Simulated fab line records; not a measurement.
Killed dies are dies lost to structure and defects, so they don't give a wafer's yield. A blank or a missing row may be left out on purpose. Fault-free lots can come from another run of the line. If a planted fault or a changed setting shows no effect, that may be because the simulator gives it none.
Split-lot experiment    flow n5 finfet    7 lots, 21 wafers read, on a route of 1938 steps

== THE SPLIT ==
At N5_WELL_APT_PEB_06 (peb time 90 s), the setting peb time s was moved away from the recipe's 90 s on 4 of the 21 wafers read, by -22.5% to +18.7%. All remaining wafers had this setting at the recipe value.

== FROM THE SPLIT TO THE READING: what the file shows between them, 2 steps ==
- N5_WELL_APT_DEVELOP_07: develop time 45 s
- N5_WELL_APT_HARDBAKE_12: time 120 s

== THE READING ==
At N5_WELL_APT_CD_MEAS_08: cd nm in nanometres, against a target cd of 200 nm. Fault-free wafers of this fab line usually give 200.6 nm, standard deviation 1.6 nm.

wafer   tool, chamber at the split  peb time s as run, s  against the recipe  cd nm, nm  against lot-mates on the recipe
L074.1  litho track-03, 0           90                    recipe              201.0      -
L074.2  litho track-03, 0           90                    recipe              198.0      -
L074.3  litho track-03, 0           90                    recipe              198.1      -
L075.1  litho track-03, 0           90                    recipe              202.8      -
L075.3  litho track-03, 0           90                    recipe              201.3      -
L075.5  litho track-03, 0           90                    recipe              199.2      -
L081.2  litho track-02, 0           90                    recipe              200.7      -
L081.3  litho track-02, 0           90                    recipe              200.3      -
L081.4  litho track-02, 0           90                    recipe              200.0      -
L084.3  litho track-03, 0           90                    recipe              203.1      -
L084.4  litho track-03, 0           69.76                 -22.5%              191.7      -10.8
L084.6  litho track-03, 0           90                    recipe              201.9      -
L085.1  litho track-02, 0           90                    recipe              202.0      -
L085.2  litho track-02, 0           90                    recipe              198.7      -
L085.6  litho track-02, 0           90                    recipe              199.9      -
L092.2  litho track-03, 0           73.53                 -18.3%              189.6      -10.0
L092.3  litho track-03, 0           73.53                 -18.3%              192.4      -7.2
L092.5  litho track-03, 0           90                    recipe              199.6      -
L094.2  litho track-05, 0           90                    recipe              200.6      -
L094.3  litho track-05, 0           90                    recipe              200.0      -
L094.6  litho track-05, 0           106.8                 +18.7%              207.7      +7.4

THE FIT
A straight line over all 21 wafers: cd nm changes by +0.441 nm for each +1% of peb time s; r = +0.93; the points scatter about the line by 1.5 nm.
The same after taking each lot's own level away (the mean of its wafers on the recipe; 21 wafers): +0.454 nm for each +1%; r = +0.96; scatter 1.1 nm.
That fit puts the effect of the largest move of peb time s on the reading at 10 nm.
The span of the lots' own levels, 199.03 to 202.50 nm, comes to 2.2 times the standard deviation stated above.
The two slopes agree, so the slope changes little with the lot-to-lot level.
Check: with one of the wafers moved furthest among these (-22.5%) left out of the fit, the line predicts -10.1 nm for it against its lot-mates. It came out at -10.8 nm against them.

== THE OTHER SPLITS THESE WAFERS WENT THROUGH ==
Note: prior to the reading, these wafers also went through further splits. Each is held against what the fit with the lots' levels taken away leaves over:
other split on the same wafers  wafers away from the commonest value  r with cd nm (lot level and that fit taken away)
N5_WELL_APT_COAT_02 spin rpm    5                                     +0.41

== THE WHOLE CHAIN: every reading that the file lists as answering this split, in the file's order ==
step                    what it does              reading                                                          change (the file's fit)                r (the file's)
N5_WELL_APT_CD_MEAS_08  target cd 200 nm          cd nm                                                            +0.453 nm for each +1% of the setting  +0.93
N5_WELL_APT_DESCUM_13   chemistry O2, time 7.9 s  WELL_APT.cd nm (the simulator's own value, which no gauge read)  +0.434 nm for each +1% of the setting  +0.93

== FILE'S OWN FIT ==
cd nm changes by +0.453 nm for each +1% of peb time s, r = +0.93.
